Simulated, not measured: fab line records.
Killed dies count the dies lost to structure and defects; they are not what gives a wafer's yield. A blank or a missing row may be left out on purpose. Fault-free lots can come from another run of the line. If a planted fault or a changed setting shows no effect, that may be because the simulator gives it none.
Matching of chambers -- flow n5_finfet -- N5_BEOL_M10_DESCUM_16 on rie_diel-05 has 4 sister chambers
The step chemistry O2, time 7.9 s. 4 wafers are shown with their chamber, then 8 later ones without.

## WAFERS, EACH WITH ITS CHAMBER
wafer,chamber,drypump_motor_current_A (A)
L077.1,0,6.2
L089.2,3,4.6
L089.3,1,5.6
L090.1,2,5.6

## WAFERS MISSING THEIR CHAMBER
wafer,drypump_motor_current_A (A)
L090.4,5.6
L090.5,4.6
L093.1,4.6
L093.2,5.7
L093.4,6.2
L097.2,4.6
L097.4,5.7
L097.5,5.6

## THE CHAMBER EACH PASSED THROUGH
wafer,from the rows above,in truth
L090.4,can't be placed: 1 or 2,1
L090.5,3,3
L093.1,3,3
L093.2,can't be placed: 1 or 2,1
L093.4,0,0
L097.2,3,3
L097.4,can't be placed: 1 or 2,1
L097.5,can't be placed: 1 or 2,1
Placed correctly: 4 of 8. Cannot be placed on the basis of these rows: 4; the candidates contain the true chamber in 4. 0 placed wrongly.
How it was worked out, from the rows above alone: a wafer's distance from a chamber is the root of the sum, over the readings, of the square of ((its reading less the chamber's mean) divided by the reading's scatter). The wafer belongs to the nearest chamber; if the next one is less than 2 further off, it can't be placed. For every chamber, the mean is computed from those of its wafers that are shown. The scatter: root of mean squared gap, hidden wafer to nearest shown wafer, with one shown wafer a chamber.
